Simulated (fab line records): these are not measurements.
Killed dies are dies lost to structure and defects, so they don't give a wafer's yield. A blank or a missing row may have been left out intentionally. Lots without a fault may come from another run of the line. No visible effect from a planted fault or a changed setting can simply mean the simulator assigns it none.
fab line records + flow n5_finfet
[record]
- lots = 7
- wafers = 19
- last_day = 17
route steps=1938 shown BEOL_M8@1377 BEOL_M15@1830 PASSIVATION@1936
lots that met no fault: from a run of the same line without faults
start_h: hours from the record's opening day to when the first of the lot's shown wafers began + wait_h: hours since the lot's step before + " unchanged from the row above + L1.1+2: one row covering several wafers at once + - no value, or no start was given + * or withheld: withheld + < > ~ a bound
route shown NAME@n: a module of which the file shows steps, and the number in the route of the first + usual: mean/standard deviation taken from wafers without a fault + same: alike in all rows + chamber/n: place in a boat + sites: each site's reading + _std_site: the values' standard deviation + _edge_site: inner sites' mean taken away from outer sites' mean + radius_mm: for every site, how far away it sits from the centre of the wafer + mask NAME#n: copy n + behind: the tool/chamber that last shaped the wafer + hold: reason for holding the lot/hours on hold/outcome of the hold + device: names the non-switching transistor (n, p or np) + end of line: the same wafers' tests at the end of the route + a step with no rows: only its recipe + killed: not the wafer's yield, but the dies lost to structure and defects at the first sort + map: the dies of a wafer, with x for killed, . for not killed, _ for no die there
set.NAME: setting as actually run; set.NAME@STEP: the setting as run at that earlier step + model.NAME: the simulator's own value behind a step, which no gauge read
route steps across a sampled set of lots; one table per step, one row per wafer
services: a tool's chamber out of use, with start hour (start_h, from the record's first day; less than 0 if before it), hours out, and reason
[[steps]]
[step N5_BEOL_M8_TRENCH_ETCH_37]
[recipe]
- chemistry = C4F6/O2
- target_depth_a = 934.78
- target = SiCOH_lowk
- time_s = 31.2
- ion_energy_ev = 250
- pressure_mtorr = 30
- source_w = 345
- bias_w = 185
- Ar_flow_sccm = 300
- C4F6_flow_sccm = 10
- O2_flow_sccm = 10
[usual]
- drypump_motor_current_A = 5.8/0.35
- oes_product_au = 0.83/0.09
- rf_vpp_V = 668/17
- run_length_s = 54.5/0.52
- showerhead_plenum_p_Torr = 2.88/0.1
- throttle_valve_pct = 20.83/0.14
| lot.wafer | tool        | chamber | start_h | wait_h | drypump_motor_current_A | oes_product_au | rf_hours_counter_h | rf_vpp_V | run_length_s | showerhead_plenum_p_Torr | throttle_valve_pct |
|-----------|-------------|---------|---------|--------|-------------------------|----------------|--------------------|----------|--------------|--------------------------|--------------------|
| L728.1    | rie_diel-03 | 0       | 240.86  | -      | 5.7                     | 0.92           | 22                 | 676      | 55.2         | 2.80                     | 20.84              |
| L728.3    | "           | 1       | "       | "      | 6.2                     | 0.88           | 34                 | 680      | 55.0         | 2.93                     | 21.03              |
| L728.4    | "           | 2       | "       | "      | 4.8                     | 0.93           | 11                 | 672      | 54.8         | 2.80                     | 20.83              |
| L732.1    | rie_diel-02 | 3       | 261.02  | -      | 6.3                     | 0.68           | 233                | 685      | 54.5         | 2.93                     | 20.73              |
| L732.4    | "           | 0       | "       | "      | 5.9                     | 0.84           | 85                 | 686      | 54.3         | 2.88                     | 20.83              |
| L732.6    | "           | 3       | "       | "      | 6.3                     | 0.68           | -                  | 685      | 54.7         | 2.93                     | 20.73              |
| L739.3    | rie_diel-04 | 2       | 300.05  | -      | 6.3                     | 0.93           | 21                 | 663      | 53.7         | 2.81                     | 20.82              |
| L739.4    | "           | 3       | "       | "      | 5.5                     | 0.78           | 105                | 634      | 54.3         | 2.74                     | 20.74              |
| L739.6    | "           | 1       | "       | "      | 5.7                     | 0.72           | -                  | 671      | 55.1         | 2.94                     | 20.94              |
| L741.2    | rie_diel-04 | 1       | 306.36  | -      | 5.7                     | 0.71           | 223                | 671      | 55.1         | 2.94                     | 20.96              |
| L741.3    | "           | 2       | "       | "      | 6.3                     | 0.94           | 24                 | 663      | 53.7         | 2.81                     | 20.84              |
| L741.4    | "           | 0       | "       | "      | 5.6                     | 0.83           | 78                 | 678      | 54.9         | 3.02                     | 20.82              |
| L738.1    | rie_diel-02 | 0       | 314.56  | -      | 5.9                     | 0.83           | 103                | 685      | 61.2         | 2.87                     | 20.86              |
| L742.4    | rie_diel-03 | 0       | 324.18  | -      | 5.7                     | 0.85           | 52                 | 676      | 54.6         | 2.79                     | 20.87              |
| L742.5    | "           | 2       | "       | "      | 4.8                     | 0.87           | -                  | 672      | 55.0         | 2.79                     | 20.86              |
| L742.6    | "           | 3       | "       | "      | 6.1                     | 0.79           | -                  | 686      | 54.6         | 2.85                     | 20.89              |
| L746.1    | rie_diel-02 | 3       | 351.43  | -      | 6.3                     | 0.98           | 7                  | 683      | 54.1         | 2.92                     | 20.50              |
| L746.3    | "           | 1       | "       | "      | 5.6                     | 0.87           | 42                 | 662      | 54.2         | 3.00                     | 20.64              |
| L746.5    | "           | 3       | "       | "      | 6.3                     | 0.97           | -                  | 686      | 54.6         | 2.92                     | 20.50              |
[step N5_BEOL_M8_ETCH_41]
[recipe]
- chemistry = CH3F/O2
- target = SiCN
- target_depth_a = 319
- taper_deg = 2
- time_s = 57.8
- ion_energy_ev = 120
- mask_material = TiN
- pressure_mtorr = 30
- source_w = 395
- bias_w = 75
- Ar_flow_sccm = 150
- CH3F_flow_sccm = 30
- O2_flow_sccm = 20
[usual]
- drypump_motor_current_A = 5.8/0.35
- oes_product_au = 0.83/0.09
- rf_vpp_V = 297.6/1.8
- run_length_s = 81.1/0.51
- showerhead_plenum_p_Torr = 2.02/0.077
- throttle_valve_pct = 16.21/0.15
| lot.wafer | tool        | chamber | start_h | wait_h | drypump_motor_current_A | oes_product_au | rf_hours_counter_h | rf_vpp_V | run_length_s | showerhead_plenum_p_Torr | throttle_valve_pct |
|-----------|-------------|---------|---------|--------|-------------------------|----------------|--------------------|----------|--------------|--------------------------|--------------------|
| L728.1    | rie_diel-03 | 0       | -       | -      | 5.7                     | 0.90           | 22                 | 294.4    | 81.2         | 1.97                     | 16.12              |
| L728.3    | "           | 1       | "       | "      | 6.3                     | 0.88           | 34                 | 299.2    | 81.6         | 2.06                     | 16.28              |
| L728.4    | "           | 2       | "       | "      | 4.8                     | 0.93           | 11                 | 295.7    | 81.3         | 1.97                     | 16.17              |
| L732.1    | rie_diel-02 | 3       | -       | -      | 6.3                     | 0.68           | 233                | 299.7    | 81.3         | 2.06                     | 16.21              |
| L732.4    | "           | 0       | "       | "      | 5.9                     | 0.84           | 85                 | 298.2    | 81.1         | 2.02                     | 16.19              |
| L732.6    | "           | 3       | "       | "      | 6.3                     | 0.68           | -                  | 298.7    | 81.1         | 2.06                     | 16.19              |
| L739.3    | rie_diel-04 | 2       | -       | -      | 6.3                     | 0.93           | 21                 | 297.2    | 80.9         | 1.97                     | 16.15              |
| L739.4    | "           | 3       | "       | "      | 5.5                     | 0.77           | 105                | 297.1    | 80.9         | 1.92                     | 16.16              |
| L739.6    | "           | 1       | "       | "      | 5.7                     | 0.72           | -                  | 298.4    | 81.7         | 2.07                     | 16.36              |
| L741.2    | rie_diel-04 | 1       | -       | -      | 5.7                     | 0.72           | 223                | 297.7    | 82.0         | 2.07                     | 16.35              |
| L741.3    | "           | 2       | "       | "      | 6.3                     | 0.94           | 24                 | 295.4    | 80.3         | 1.97                     | 16.17              |
| L741.4    | "           | 0       | "       | "      | 5.5                     | 0.84           | 78                 | 299.2    | 81.5         | 2.13                     | 16.16              |
| L738.1    | rie_diel-02 | 0       | -       | -      | 5.9                     | 0.83           | 103                | 298.1    | 80.9         | 2.01                     | 16.23              |
| L742.4    | rie_diel-03 | 0       | -       | -      | 5.7                     | 0.86           | 52                 | 295.8    | 81.0         | 1.96                     | 16.18              |
| L742.5    | "           | 2       | "       | "      | 4.8                     | 0.87           | -                  | 296.0    | 81.4         | 1.96                     | 16.22              |
| L742.6    | "           | 3       | "       | "      | 6.1                     | 0.79           | -                  | 297.5    | 81.1         | 2.01                     | 16.32              |
| L746.1    | rie_diel-02 | 3       | -       | -      | 6.3                     | 0.97           | 7                  | 297.1    | 80.8         | 2.05                     | 15.85              |
| L746.3    | "           | 1       | "       | "      | 5.6                     | 0.86           | 42                 | 299.2    | 80.5         | 2.11                     | 16.05              |
| L746.5    | "           | 3       | "       | "      | 6.3                     | 0.97           | -                  | 298.7    | 81.0         | 2.05                     | 15.84              |
[step N5_BEOL_M8_OCD_MEAS_38]
[usual]
- trench_depth_nm = 93.9/1.3
| lot.wafer | tool   | chamber | start_h | wait_h | trench_depth_nm |
|-----------|--------|---------|---------|--------|-----------------|
| L728.1    | ocd-02 | -       | 241.01  | -      | 95.3            |
| L728.3    | "      | -       | "       | "      | 94.2            |
| L728.4    | "      | -       | "       | "      | 94.9            |
| L732.1    | ocd-01 | -       | 261.17  | -      | 91.5            |
| L732.4    | "      | -       | "       | "      | 94.8            |
| L732.6    | "      | -       | "       | "      | 91.8            |
| L739.3    | ocd-01 | -       | 300.21  | -      | 94.4            |
| L739.4    | "      | -       | "       | "      | 92.5            |
| L739.6    | "      | -       | "       | "      | 93.7            |
| L741.2    | ocd-01 | -       | 306.52  | -      | 92.7            |
| L741.3    | "      | -       | "       | "      | 95.0            |
| L741.4    | "      | -       | "       | "      | 94.4            |
| L738.1    | ocd-01 | -       | 314.72  | -      | 116.0           |
| L742.4    | ocd-01 | -       | 324.35  | -      | 94.5            |
| L742.5    | "      | -       | "       | "      | 94.6            |
| L742.6    | "      | -       | "       | "      | 91.6            |
| L746.1    | ocd-01 | -       | 351.59  | -      | 97.0            |
| L746.3    | "      | -       | "       | "      | 94.4            |
| L746.5    | "      | -       | "       | "      | 95.8            |
[step N5_BEOL_M8_PRE_CLEAN_45]
[recipe]
- gas = H2/He
- time_s = 30
- temp_c = 250
[usual]
- heater_power_w = 326/34
| lot.wafer | tool           | chamber | start_h | wait_h | heater_power_w |
|-----------|----------------|---------|---------|--------|----------------|
| L728.1    | pvd_sputter-03 | -       | 241.75  | 0.0    | 308            |
| L728.3    | "              | -       | "       | "      | 412            |
| L728.4    | "              | -       | "       | "      | 314            |
| L732.1    | pvd_sputter-01 | -       | 262.45  | 0.0    | 299            |
| L732.4    | "              | -       | "       | "      | 341            |
| L732.6    | "              | -       | "       | "      | 336            |
| L739.3    | pvd_sputter-03 | -       | 301.35  | 0.0    | 304            |
| L739.4    | "              | -       | "       | "      | 331            |
| L739.6    | "              | -       | "       | "      | 306            |
| L741.2    | pvd_sputter-02 | -       | 307.82  | 0.0    | 296            |
| L741.3    | "              | -       | "       | "      | 375            |
| L741.4    | "              | -       | "       | "      | 291            |
| L738.1    | pvd_sputter-01 | -       | 315.71  | 0.0    | 308            |
| L742.4    | pvd_sputter-03 | -       | 324.95  | 0.0    | 309            |
| L742.5    | "              | -       | "       | "      | 304            |
| L742.6    | "              | -       | "       | "      | 415            |
| L746.1    | pvd_sputter-02 | -       | 352.46  | 0.0    | 371            |
| L746.3    | "              | -       | "       | "      | 317            |
| L746.5    | "              | -       | "       | "      | 312            |
[step N5_BEOL_M8_SURFACE_TREAT_79]
[recipe]
- gas = Ar
- time_s = *
- ion_energy_ev = *
- ion_current_ma_cm2 = 0.5
- pressure_mtorr = *
- ar_flow_sccm = 30
[usual]
- ar_flow_sccm = 30.00/0.093
- throttle_valve_pct = *
| lot.wafer | tool           | chamber | start_h | wait_h | ar_flow_sccm | throttle_valve_pct |
|-----------|----------------|---------|---------|--------|--------------|--------------------|
| L728.1    | pvd_sputter-02 | -       | 242.13  | 0.2    | 30.24        | *                  |
| L728.3    | "              | -       | "       | "      | 30.05        | *                  |
| L728.4    | "              | -       | "       | "      | 29.89        | *                  |
| L732.1    | pvd_sputter-02 | -       | 262.87  | 0.2    | 29.99        | *                  |
| L732.4    | "              | -       | "       | "      | 30.21        | *                  |
| L732.6    | "              | -       | "       | "      | 30.05        | *                  |
| L739.3    | pvd_sputter-03 | -       | 301.73  | 0.2    | 30.00        | *                  |
| L739.4    | "              | -       | "       | "      | 30.07        | *                  |
| L739.6    | "              | -       | "       | "      | 29.95        | *                  |
| L741.2    | pvd_sputter-02 | -       | 308.32  | 0.3    | 30.03        | *                  |
| L741.3    | "              | -       | "       | "      | 30.16        | *                  |
| L741.4    | "              | -       | "       | "      | 29.89        | *                  |
| L738.1    | pvd_sputter-02 | -       | 316.10  | 0.2    | 30.02        | *                  |
| L742.4    | pvd_sputter-01 | -       | 325.33  | 0.2    | 30.06        | *                  |
| L742.5    | "              | -       | "       | "      | 30.09        | *                  |
| L742.6    | "              | -       | "       | "      | 30.07        | *                  |
| L746.1    | pvd_sputter-02 | -       | 352.92  | 0.2    | 29.93        | *                  |
| L746.3    | "              | -       | "       | "      | 29.83        | *                  |
| L746.5    | "              | -       | "       | "      | 30.00        | *                  |
[step N5_BEOL_M8_THK_MEAS_53]
[recipe]
- thk_meas_gauge = xrf
- reads = Cu_of_BEOL_M8_ECD_50
[usual]
- M8_THK = 79.5/1.8
| lot.wafer | tool          | chamber | start_h | wait_h | M8_THK[nm] |
|-----------|---------------|---------|---------|--------|------------|
| L728.1    | film_metro-02 | -       | 243.21  | -      | 82.1       |
| L728.3    | "             | -       | "       | "      | 81.1       |
| L728.4    | "             | -       | "       | "      | 80.2       |
| L732.1    | film_metro-02 | -       | 263.93  | -      | 78.1       |
| L732.4    | "             | -       | "       | "      | 80.8       |
| L732.6    | "             | -       | "       | "      | 78.4       |
| L739.3    | film_metro-01 | -       | 302.79  | -      | 78.1       |
| L739.4    | "             | -       | "       | "      | 77.1       |
| L739.6    | "             | -       | "       | "      | 77.2       |
| L741.2    | film_metro-02 | -       | 309.87  | -      | 78.1       |
| L741.3    | "             | -       | "       | "      | 80.3       |
| L741.4    | "             | -       | "       | "      | 79.7       |
| L738.1    | film_metro-02 | -       | 317.22  | -      | 100.4      |
| L742.4    | film_metro-02 | -       | 326.36  | -      | 79.3       |
| L742.5    | "             | -       | "       | "      | 79.7       |
| L742.6    | "             | -       | "       | "      | 77.8       |
| L746.1    | film_metro-02 | -       | 355.36  | -      | 81.3       |
| L746.3    | "             | -       | "       | "      | 78.6       |
| L746.5    | "             | -       | "       | "      | 81.6       |
[step N5_BEOL_M8_RS_MEAS_57]
[recipe]
- thk_meas_gauge = four-point-probe
- reads = Cu_of_BEOL_M8_ECD_50+Co_of_BEOL_M8_CVD_78+TaN_of_BEOL_M8_ALD_77
[usual]
- M8_RS = 0.284/0.007
| lot.wafer | tool          | chamber | start_h | wait_h | M8_RS[ohm/sq] |
|-----------|---------------|---------|---------|--------|---------------|
| L728.1    | film_metro-01 | -       | 243.35  | 0.1    | 0.274         |
| L728.3    | "             | -       | "       | "      | 0.278         |
| L728.4    | "             | -       | "       | "      | 0.282         |
| L732.1    | film_metro-01 | -       | 264.06  | 0.1    | 0.293         |
| L732.4    | "             | -       | "       | "      | 0.280         |
| L732.6    | "             | -       | "       | "      | 0.290         |
| L739.3    | film_metro-01 | -       | 302.92  | 0.1    | 0.288         |
| L739.4    | "             | -       | "       | "      | 0.293         |
| L739.6    | "             | -       | "       | "      | 0.293         |
| L741.2    | film_metro-01 | -       | 310.00  | 0.1    | 0.290         |
| L741.3    | "             | -       | "       | "      | 0.279         |
| L741.4    | "             | -       | "       | "      | 0.282         |
| L738.1    | film_metro-02 | -       | 317.35  | 0.1    | 0.219         |
| L742.4    | film_metro-01 | -       | 326.49  | 0.0    | 0.288         |
| L742.5    | "             | -       | "       | "      | 0.286         |
| L742.6    | "             | -       | "       | "      | 0.293         |
| L746.1    | film_metro-02 | -       | 355.49  | 0.1    | 0.277         |
| L746.3    | "             | -       | "       | "      | 0.288         |
| L746.5    | "             | -       | "       | "      | 0.277         |
[step N5_BEOL_M15_RC_MEAS_101]
[usual]
- COMB_M10 = 1.5e-11/3.1e-12
- COMB_M11 = 1.5e-11/3.2e-12
- COMB_M12 = 6.5e-12/1.3e-12
- COMB_M13 = 5.1e-12/1.1e-12
- COMB_M13_max_site = 7.2e-12/1.8e-12
- COMB_M14 = 4.1e-12/8.3e-13
- COMB_M15 = 3e-12/6.1e-13
- COMB_M15_max_site = 4.1e-12/1e-12
- COMB_M5 = 3.8e-11/7.2e-12
- COMB_M6 = 2.5e-11/5.3e-12
- COMB_M7 = 2.6e-11/5.4e-12
- COMB_M9 = 1.5e-11/3.2e-12
- SERP_M10 = 3.04/0.068
- SERP_M11 = 3.05/0.1
- SERP_M12 = 0.628/0.014
- SERP_M13 = 0.309/0.0064
- SERP_M14 = 0.159/0.0036
- SERP_M5 = 38.7/1.7
- SERP_M6 = 13.8/0.56
- SERP_M7 = 13.6/0.55
- SERP_M7_max_site = 14.2/0.62
- SERP_M8 = 13.6/0.43
- SERP_M8_max_site = 14.2/0.52
- SERP_M9 = 3.06/0.093
| lot.wafer | tool      | chamber | start_h | wait_h | COMB_M10[S/m] | COMB_M11[S/m] | COMB_M12[S/m] | COMB_M13[S/m] | COMB_M13_max_site[S/m] | COMB_M14[S/m] | COMB_M15[S/m] | COMB_M15_max_site[S/m] | COMB_M5[S/m] | COMB_M6[S/m] | COMB_M7[S/m] | COMB_M9[S/m] | SERP_M10[ohm/um] | SERP_M11[ohm/um] | SERP_M12[ohm/um] | SERP_M13[ohm/um] | SERP_M14[ohm/um] | SERP_M5[ohm/um] | SERP_M6[ohm/um] | SERP_M7[ohm/um] | SERP_M7_max_site[ohm/um] | SERP_M8[ohm/um] | SERP_M8_max_site[ohm/um] | SERP_M9[ohm/um] |
|-----------|-----------|---------|---------|--------|---------------|---------------|---------------|---------------|------------------------|---------------|---------------|------------------------|--------------|--------------|--------------|--------------|------------------|------------------|------------------|------------------|------------------|-----------------|-----------------|-----------------|--------------------------|-----------------|--------------------------|-----------------|
| L728.1    | prober-01 | 0       | 296.58  | 1.2    | 1.3e-11       | 2e-11         | 6.7e-12       | 6.3e-12       | 7.8e-12                | 5.8e-12       | 3.3e-12       | 4.7e-12                | 3e-11        | 3.1e-11      | 3.6e-11      | 2.5e-11      | 3.02             | 3.04             | 0.639            | 0.319            | 0.159            | 36.7            | 15.3            | 13.4            | 13.8                     | 13.3            | 13.5                     | 3.01            |
| L728.3    | "         | 0       | "       | "      | 1.1e-11       | 1.4e-11       | 1.21e-11      | 6.6e-12       | 1.03e-11               | 5.3e-12       | 3e-12         | 4e-12                  | 3.7e-11      | 2.1e-11      | 2.9e-11      | 1.6e-11      | 2.96             | 3.00             | 0.627            | 0.327            | 0.165            | 38.5            | 14.4            | 13.4            | 13.9                     | 13.2            | 13.4                     | 3.12            |
| L728.4    | "         | 0       | "       | "      | 1.3e-11       | 1.7e-11       | 6.5e-12       | 5.5e-12       | 7.5e-12                | 5e-12         | 3.8e-12       | 5.8e-12                | 4.5e-11      | 3.4e-11      | 3.6e-11      | 1.3e-11      | 2.86             | 3.07             | 0.611            | 0.315            | 0.156            | 41.9            | 13.6            | 13.3            | 13.8                     | 13.4            | 13.7                     | 3.11            |
| L732.1    | prober-01 | 0       | 317.94  | 0.0    | 1.4e-11       | 1.4e-11       | 6.7e-12       | 5.9e-12       | 7.7e-12                | 4.5e-12       | 3.3e-12       | 4.6e-12                | 4.3e-11      | 2.5e-11      | 1.6e-11      | 1.7e-11      | 2.98             | 3.04             | 0.635            | 0.305            | 0.156            | 39.9            | 13.8            | 13.2            | 13.8                     | 14.0            | 14.5                     | 3.24            |
| L732.4    | "         | 0       | "       | "      | 1.6e-11       | 1e-11         | 6.1e-12       | 7.8e-12       | 1.12e-11               | 3.7e-12       | 2.8e-12       | 3.1e-12                | 3.5e-11      | 2.5e-11      | 3.2e-11      | 1.7e-11      | 3.10             | 3.10             | 0.638            | 0.309            | 0.159            | 38.5            | 14.1            | 14.2            | 14.7                     | 14.1            | 15.0                     | 3.26            |
| L732.6    | "         | 0       | "       | "      | 1.5e-11       | 1.4e-11       | 5.5e-12       | 6.3e-12       | 7.8e-12                | 3.3e-12       | 2.7e-12       | 3.8e-12                | 4.5e-11      | 2.1e-11      | 3.4e-11      | 1.3e-11      | 2.96             | 2.96             | 0.619            | 0.309            | 0.158            | 39.0            | 14.0            | 13.0            | 13.3                     | 14.4            | 14.6                     | 3.03            |
| L739.3    | prober-02 | 0       | 354.66  | 0.3    | 2e-11         | 1.9e-11       | 6e-12         | 3.6e-12       | 4.1e-12                | 3.7e-12       | 2.9e-12       | 4.2e-12                | 4.5e-11      | 2.6e-11      | 2.5e-11      | 1.3e-11      | 3.11             | 3.02             | 0.628            | 0.309            | 0.161            | 37.3            | 13.1            | 13.3            | 13.9                     | 13.1            | 13.7                     | 3.10            |
| L739.4    | "         | 0       | "       | "      | 1.8e-11       | 1.6e-11       | 4.8e-12       | 3.8e-12       | 6.2e-12                | 3.9e-12       | 2.8e-12       | 3.8e-12                | 3.9e-11      | 2e-11        | 2.5e-11      | 1.2e-11      | 3.13             | 3.04             | 0.604            | 0.305            | 0.164            | 39.4            | 14.2            | 12.9            | 13.2                     | 13.6            | 13.9                     | 3.07            |
| L739.6    | "         | 0       | "       | "      | 2e-11         | 1.3e-11       | 5.6e-12       | 4.7e-12       | 7.5e-12                | 4.5e-12       | 2.5e-12       | 5.5e-12                | 3.3e-11      | 2e-11        | 2.4e-11      | 1.4e-11      | 3.07             | 2.98             | 0.623            | 0.309            | 0.155            | 34.9            | 13.9            | 13.1            | 13.5                     | 13.2            | 13.2                     | 3.00            |
| L741.2    | prober-02 | 0       | 355.86  | 0.2    | 1.9e-11       | 1.5e-11       | 6e-12         | 4.6e-12       | 6.9e-12                | 4.3e-12       | 3.5e-12       | 4.9e-12                | 3.8e-11      | 2.1e-11      | 2.3e-11      | 1.4e-11      | 2.97             | 3.05             | 0.642            | 0.312            | 0.161            | 37.0            | 13.5            | 12.9            | 13.2                     | 13.3            | 13.9                     | 2.91            |
| L741.3    | "         | 0       | "       | "      | 1.6e-11       | 1.8e-11       | 7e-12         | 3.9e-12       | 5.7e-12                | 3.9e-12       | 3.4e-12       | 6.6e-12                | 4.3e-11      | 2.5e-11      | 2.4e-11      | 1.5e-11      | 2.99             | 2.96             | 0.623            | 0.308            | 0.161            | 38.0            | 14.6            | 13.3            | 14.0                     | 13.3            | 13.9                     | 3.10            |
| L741.4    | "         | 0       | "       | "      | 1.2e-11       | 1.7e-11       | 5.7e-12       | 3.9e-12       | 4.6e-12                | 4.5e-12       | 3.6e-12       | 4.1e-12                | 2.9e-11      | 2e-11        | 2.9e-11      | 2e-11        | 3.02             | 3.00             | 0.627            | 0.309            | 0.157            | 39.0            | 13.9            | 13.1            | 13.5                     | 13.1            | 13.3                     | 2.95            |
| L738.1    | prober-02 | 0       | 372.16  | 0.0    | 1.3e-11       | 1.6e-11       | 5.6e-12       | 4.3e-12       | 6.8e-12                | 4.2e-12       | 2.4e-12       | 2.9e-12                | 3.2e-11      | 1.8e-11      | 2.9e-11      | 1.1e-11      | 3.03             | 2.95             | 0.650            | 0.310            | 0.159            | 39.5            | 13.5            | 13.5            | 14.0                     | 10.1            | 10.5                     | 2.91            |
| L742.4    | prober-01 | 0       | 380.98  | 0.5    | 1.3e-11       | 1.2e-11       | 7.7e-12       | 7.1e-12       | 1.11e-11               | 4.8e-12       | 3.5e-12       | 5.1e-12                | 4.3e-11      | 2.1e-11      | 2.3e-11      | 1e-11        | 3.10             | 2.91             | 0.645            | 0.297            | 0.161            | 38.2            | 13.0            | 13.9            | 14.3                     | 14.1            | 14.5                     | 3.17            |
| L742.5    | "         | 0       | "       | "      | 1.6e-11       | 1.7e-11       | 6.5e-12       | 5.6e-12       | 6.3e-12                | 4e-12         | 3.4e-12       | 4.8e-12                | 4.4e-11      | 2.7e-11      | 3e-11        | 1.4e-11      | 3.10             | 2.99             | 0.620            | 0.306            | 0.159            | 37.7            | 13.8            | 14.6            | 15.1                     | 13.1            | 14.2                     | 3.15            |
| L742.6    | "         | 0       | "       | "      | 2e-11         | 1.7e-11       | 9.8e-12       | 7.6e-12       | 1.25e-11               | 4.4e-12       | 3.3e-12       | 5.6e-12                | 4.3e-11      | 2.5e-11      | 3.3e-11      | 1.3e-11      | 3.01             | 3.00             | 0.630            | 0.301            | 0.163            | 39.7            | 13.1            | 13.6            | 14.0                     | 13.7            | 14.2                     | 3.06            |
| L746.1    | prober-02 | 0       | 404.79  | 0.0    | 1.8e-11       | 1.6e-11       | 6.5e-12       | 4.9e-12       | 6.5e-12                | 5.9e-12       | 2.8e-12       | 4.1e-12                | 3.8e-11      | 2.3e-11      | 2.8e-11      | 2e-11        | 3.15             | 3.00             | 0.610            | 0.299            | 0.159            | 40.4            | 13.4            | 13.1            | 13.7                     | 13.8            | 14.4                     | 2.99            |
| L746.3    | "         | 0       | "       | "      | 1.9e-11       | 1.5e-11       | 5.7e-12       | 5.3e-12       | 8.2e-12                | 3.9e-12       | 3.8e-12       | 4.1e-12                | 3.7e-11      | 2.1e-11      | 2.6e-11      | 1.6e-11      | 3.11             | 3.11             | 0.621            | 0.301            | 0.160            | 38.9            | 13.4            | 13.1            | 13.5                     | 13.4            | 13.5                     | 3.12            |
| L746.5    | "         | 0       | "       | "      | 1.8e-11       | 1.3e-11       | 8.2e-12       | 4.5e-12       | 5.2e-12                | 3.5e-12       | 2.5e-12       | 3.4e-12                | 5.3e-11      | 1.5e-11      | 2.9e-11      | 1.4e-11      | 3.09             | 2.83             | 0.628            | 0.300            | 0.160            | 40.3            | 13.8            | 13.1            | 13.3                     | 13.3            | 13.6                     | 3.13            |
// sites SERP_M8 radius_mm=0,75,75,75,75,140,140,140,140
L728.1 12.9 13.3 12.9 13.3 13.4 13.5 13.1 13.5 12.9
L732.1 13.3 14.0 14.1 13.7 14.1 13.9 14.5 13.7 14.3
L739.3 13.1 13.5 13.3 12.5 13.7 13.2 13.0 12.6 13.0
L741.2 12.1 12.6 12.7 12.9 13.3 13.7 13.8 13.9 13.7
L738.1 9.7 10.2 10.1 10.4 10.0 9.9 10.5 10.0 10.4
L742.4 13.4 14.0 14.1 14.0 14.2 14.5 14.0 14.5 14.2
L746.1 13.3 13.8 13.4 13.5 13.8 14.0 14.2 14.4 14.1
[step N5_PASSIVATION_PROBE_49]
[usual]
- defect_limited_yield = 91.4/1.5
- killed_at_M0_to_M3 = 32/9.8
- killed_at_M4_up = 15/5.6
- killed_at_contacts = 12/5.4
- killed_at_front_end = 40/13
- killed_at_other = 3.0/2.1
- killed_dies = 102/17
- killed_open = 67/13
- killed_short = 32/7.1
- sort_bin_5_function = 5.1/0.96
- sort_bin_6_memory = 3.2/0.7
- sort_n_pass = 1078/18
- sort_yield_pct = 91.3/1.5
[same]
- gross_dies = 1180
- killed_at_back_side = 0
- sort_bin_4_leakage[%] = 0
- sort_bin_8_speed[%] = 0
| lot.wafer | tool      | chamber | start_h | wait_h | defect_limited_yield[%] | killed_at_M0_to_M3 | killed_at_M4_up | killed_at_contacts | killed_at_front_end | killed_at_other | killed_dies | killed_open | killed_short | sort_bin_5_function[%] | sort_bin_6_memory[%] | sort_n_pass | sort_yield_pct[%] |
|-----------|-----------|---------|---------|--------|-------------------------|--------------------|-----------------|--------------------|---------------------|-----------------|-------------|-------------|--------------|------------------------|----------------------|-------------|-------------------|
| L739.3    | prober-02 | -       | 369.90  | 0.1    | 87.5                    | 38                 | 27              | 8                  | 75                  | 0               | 148         | 91          | 49           | 6.4                    | 4.8                  | 1032        | 87.5              |
| L739.6    | prober-02 | -       | 370.05  | 0.3    | 91.2                    | 29                 | 12              | 14                 | 44                  | 5               | 104         | 71          | 28           | 4.8                    | 3.6                  | 1076        | 91.2              |
// killed by level:class
L739.3 STI_FIN_REVEAL:geometric_particle:open=21 BEOL_M4:geometric_particle:open=15 FIN_SAQP:geometric_particle:short=13 FIN_SAQP:geometric_particle:open=12 BEOL_M0_SAQP:geometric_particle:open=11 BEOL_M0_SAQP:geometric_particle:short=10 STI_FIN_REVEAL:geometric_particle:short=7 HKMG_FIN:area_etch=7
L739.6 STI_FIN_REVEAL:geometric_particle:open=25 MOL_CONTACT_COAG:geometric_particle:open=13 BEOL_M0_SAQP:geometric_particle:open=8 BEOL_M2:geometric_particle:open=8 STI_FIN_REVEAL:geometric_particle:short=6 BEOL_M4:geometric_particle:open=5 BEOL_M0_SAQP:geometric_particle:short=3 BEOL_M1:geometric_particle:open=3
[[services]]
| tool           | chamber | start_h | hours | kind                          |
|----------------|---------|---------|-------|-------------------------------|
| rie_diel-02    | 1       | 219.16  | -     | clean                         |
| rie_diel-02    | 1       | 219.16  | -     | consumable_replace:focus_ring |
| rie_diel-02    | 1       | 219.16  | -     | consumable_replace:showerhead |
| rie_diel-02    | 1       | 219.16  | 21.4  | scheduled_down                |
| rie_diel-02    | 1       | 219.16  | 21.4  | vent_cycle                    |
| rie_diel-03    | -       | 223.88  | 15.6  | pm                            |
| rie_diel-04    | 3       | 238.86  | 7.2   | repair                        |
| rie_diel-02    | 3       | 311.75  | -     | clean                         |
| rie_diel-02    | 3       | 311.75  | -     | consumable_replace:focus_ring |
| rie_diel-02    | 3       | 311.75  | 20.7  | scheduled_down                |
| rie_diel-02    | 3       | 311.75  | 20.7  | vent_cycle                    |
| pvd_sputter-02 | -       | 322.06  | 8.6   | repair                        |
| rie_diel-02    | 0       | 349.30  | 4.2   | repair                        |
[[key]]
[first_sign]
- step = N5_BEOL_M8_TRENCH_ETCH_37
- reading = run_length_s
- direction = up
- sigmas = 13
- usual = *
- struck = *
[effect]
- step = N5_BEOL_M8_OCD_MEAS_38
- reading = trench_depth_nm
- direction = up
- sigmas = 17
- usual = 93.9
- struck = 116.0
[effect]
- step = N5_BEOL_M8_THK_MEAS_53
- reading = M8_THK
- direction = up
- sigmas = 12
- usual = 79.5
- struck = 100.4
[effect]
- step = N5_BEOL_M8_RS_MEAS_57
- reading = M8_RS
- direction = down
- sigmas = 9.3
- usual = 0.284
- struck = 0.219
[effect]
- step = N5_BEOL_M15_RC_MEAS_101
- reading = SERP_M8
- direction = down
- sigmas = 8.2
- usual = 13.6
- struck = 10.1
met_at N5_BEOL_M8_TRENCH_ETCH_37
struck_lots L738
struck_wafers L738.1
rows_end L738.1
not_acting_at N5_BEOL_M8_ETCH_41,N5_BEOL_M8_PRE_CLEAN_45,N5_BEOL_M8_SURFACE_TREAT_79
onset_between 261.02 314.56
[fault]
- kind = process_parameter_drift
- tool = rie_diel-02
- chamber = 0
- onset_h = 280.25
- steps = N5_BEOL_M8_TRENCH_ETCH_37
- channel = time_s
- offset = *
- shape = step
- acts_in = *
- stated = *
// rows_end: these wafers met a further fault down the route, and their rows from its step on are left out
